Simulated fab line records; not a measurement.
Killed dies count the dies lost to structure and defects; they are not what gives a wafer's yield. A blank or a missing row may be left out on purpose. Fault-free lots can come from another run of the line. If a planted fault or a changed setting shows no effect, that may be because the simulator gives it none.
A struck lot beside a sound one :: flow nand_harc :: 14 out of 1159 route steps
Sound: the wafers L457.2, L457.4, L457.6. Struck: wafer L449.2. (L449.3, L449.6 of the same lot were not struck and are left out.) The cause comes at the end.
At each step with rows: each side's tool, then ch and its chambers, then its first start. Under that, the readings that differ: sound wafers :: struck wafers :: difference of the means :: sigmas: that difference in standard deviations of wafers without a fault.
alike: words and numbers the same on both sides, and readings whose means are apart by under 2 such deviations; not compared: readings that were withheld, readings missing a value for some wafer, numbers with overlapping values and no deviation given by the record, and bounds like >300 which may hide the same value.
The two part at a step that has a row with sigmas, a row that says differs or no value, or rows on one side only. When numbers do not overlap yet have no deviation, they are printed without sigmas and do not part them. A reading missing from all wafers of one side parts the sides only when that side holds two or more wafers.

NHARC_A_STAIRCASE_TRIM_12: chemistry O2, time 211.2 s.
  sound on rie_diel-08 ch 0,1,2, day 14 21:42; struck on rie_diel-09 ch 0, day 12 18:55
reading: drypump_motor_current_A (A)
sound: 5.57 5.85 5.45
struck: 4.93
difference: -0.69
sigmas: -2
  alike: chamber_pressure_mTorr, oes_product_au, rf_vpp_V, showerhead_plenum_p_Torr, throttle_valve_pct
  not compared: rf_hours_counter_h
NHARC_A_STAIRCASE_ETCH_13: etches the open film in C4F8/O2, target depth 100 nm, time 40.5 s.
  sound: rie_diel-08 ch 0,2,3; struck: rie_diel-09 ch 3
  alike: chamber_pressure_mTorr, oes_product_au, rf_vpp_V, run_length_s
  not compared: rf_hours_counter_h
then, 4 steps without rows for these wafers: NHARC_A_STAIRCASE_TRIM_14 (chemistry O2, time 211.2 s); NHARC_A_STAIRCASE_ETCH_15 (etches the open film in C4F8/O2, target depth 100 nm, time 40.5 s); NHARC_A_STAIRCASE_TRIM_16 (chemistry O2, time 211.2 s); NHARC_A_STAIRCASE_ETCH_17 (etches the open film in C4F8/O2, target depth 100 nm, time 40.5 s).
NHARC_A_STAIRCASE_TRIM_18: chemistry O2, time 211.2 s.
  sound: rie_diel-08 ch 0,2; struck: rie_diel-09 ch 0
reading: drypump_motor_current_A (A)
sound: 5.6 5.8 5.6
struck: 5.0
difference: -0.7
sigmas: -2
  alike: chamber_pressure_mTorr, oes_product_au, rf_vpp_V, showerhead_plenum_p_Torr, throttle_valve_pct
  not compared: rf_hours_counter_h
then, 1 step without rows for these wafers: NHARC_A_STAIRCASE_ETCH_19 (etches the open film in C4F8/O2, target depth 100 nm, time 40.5 s).
NHARC_A_STAIRCASE_TRIM_20: chemistry O2, time 211.2 s.
  sound on rie_diel-09 ch 1,3, day 15 00:00; struck on rie_diel-08 ch 1, day 12 21:02
reading: chamber_pressure_mTorr (mTorr)
sound: 60.01 60.08 60.01
struck: 59.89
difference: -0.14
sigmas: -3
  alike: drypump_motor_current_A, oes_product_au, rf_vpp_V, showerhead_plenum_p_Torr, throttle_valve_pct
  not compared: rf_hours_counter_h
NHARC_A_STAIRCASE_ETCH_21: etches the open film in C4F8/O2, target depth 100 nm, time 40.5 s.
  sound: rie_diel-09 ch 1,2,3; struck: rie_diel-08 ch 0
  alike: chamber_pressure_mTorr, oes_product_au, rf_vpp_V, run_length_s
  not compared: rf_hours_counter_h
then, 1 step without rows for these wafers: NHARC_A_STAIRCASE_TRIM_22 (chemistry O2, time 211.2 s).
NHARC_A_STAIRCASE_ETCH_23: etches the open film in C4F8/O2, target depth 100 nm, time 40.5 s.
  sound on rie_diel-09 ch 2,3, day 15 01:08; struck on rie_diel-08 ch 1, day 12 21:34
reading: run_length_s (s)
sound: 62.0 61.2 62.2
struck: 42.1
difference: -19.7
sigmas: -40
  alike: chamber_pressure_mTorr, oes_product_au, rf_vpp_V
  not compared: rf_hours_counter_h
then, 1 step without rows for these wafers: NHARC_A_STAIRCASE_TRIM_24 (chemistry O2, time 211.2 s).
-- break in the record here, with 8 days between the starts of the struck wafers on either side (left off in module A_STAIRCASE, picked up again in module END, where the first step shown is number 1159 on the route) --
NHARC_END_SORT_01:
  only the struck wafers appear in the record here, on prober-01 ch 0 at day 21 07:58; the sound ones have no rows

## WHERE THEY PART
At NHARC_A_STAIRCASE_TRIM_12 first; at NHARC_END_SORT_01 last (within this record only).

WHY: the cause the simulator had injected
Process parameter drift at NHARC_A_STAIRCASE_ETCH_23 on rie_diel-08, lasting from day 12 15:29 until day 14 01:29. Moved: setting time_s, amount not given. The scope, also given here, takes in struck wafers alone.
